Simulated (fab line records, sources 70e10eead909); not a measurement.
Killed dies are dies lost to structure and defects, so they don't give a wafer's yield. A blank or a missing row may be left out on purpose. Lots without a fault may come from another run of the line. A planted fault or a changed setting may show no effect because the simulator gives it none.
Chamber matching | flow nand_harc | NHARC_A_CHANNEL_FILL_D1_ALD_25 on ald_hk-01: 4 sister chambers
The step deposits SiOx, target thk 60 nm, pulse time 10 s, ald cycles 600. 14 wafers are shown with their chamber, then 7 later ones without.

WAFERS WITH THEIR CHAMBER
wafer  | chamber | heater_power_w (W) | precursor_pulse_height_rel
L905.3 | 0       | 469                | 0.972
L905.2 | 1       | 450                | 1.039
L905.4 | 2       | 505                | 1.009
L908.1 | 1       | 460                | 1.017
L908.4 | 2       | 521                | 1.000
L908.6 | 0       | 465                | 0.995
L910.4 | 1       | 463                | 1.000
L910.5 | 1       | 467                | 1.014
L910.6 | 2       | 528                | 0.992
L912.2 | 1       | 450                | 1.035
L912.4 | 2       | 517                | 0.980
L912.5 | 3       | 506                | 1.022
L916.4 | 3       | 496                | 1.001
L916.1 | 2       | 508                | 1.021

SIGNATURES (means of the wafers above)
reading                    | chamber 0 | chamber 1 | chamber 2 | chamber 3 | scatter within a chamber
heater_power_w             | 467.00    | 458.00    | 515.80    | 501.00    | 8.07
precursor_pulse_height_rel | 0.98350   | 1.02100   | 1.00040   | 1.01150   | 0.0158
Rule: a wafer's distance from a chamber is the root of the sum, over the readings, of the square of ((its reading less the chamber's mean) divided by the reading's scatter). The wafer belongs to the nearest chamber; if the next one is less than 2 further off, it can't be placed. The scatter: the root of (the sum of the squares of (reading less its chamber's mean) over the shown wafers, divided by (wafers less chambers)).

WAFERS WITHOUT THEIR CHAMBER
wafer  | heater_power_w (W) | precursor_pulse_height_rel
L916.6 | 494                | 0.985
L919.4 | 503                | 1.037
L919.3 | 473                | 1.033
L919.2 | 464                | 1.002
L923.2 | 527                | 0.986
L923.1 | 513                | 1.014
L923.5 | 506                | 0.987

WHICH CHAMBER EACH WENT THROUGH
wafer  | from the rows above          | in truth
L916.6 | can't be placed: 3 or 2 or 0 | 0
L919.4 | can't be placed: 3 or 2      | 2
L919.3 | can't be placed: 1 or 0 or 3 | 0
L919.2 | can't be placed: 0 or 1      | 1
L923.2 | can't be placed: 2 or 3      | 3
L923.1 | can't be placed: 2 or 3      | 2
L923.5 | can't be placed: 2 or 3      | 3
Placed correctly: 0 of 7. Can't be placed from these rows: 7 (the true chamber is among the candidates in 7). Placed wrongly: 0.
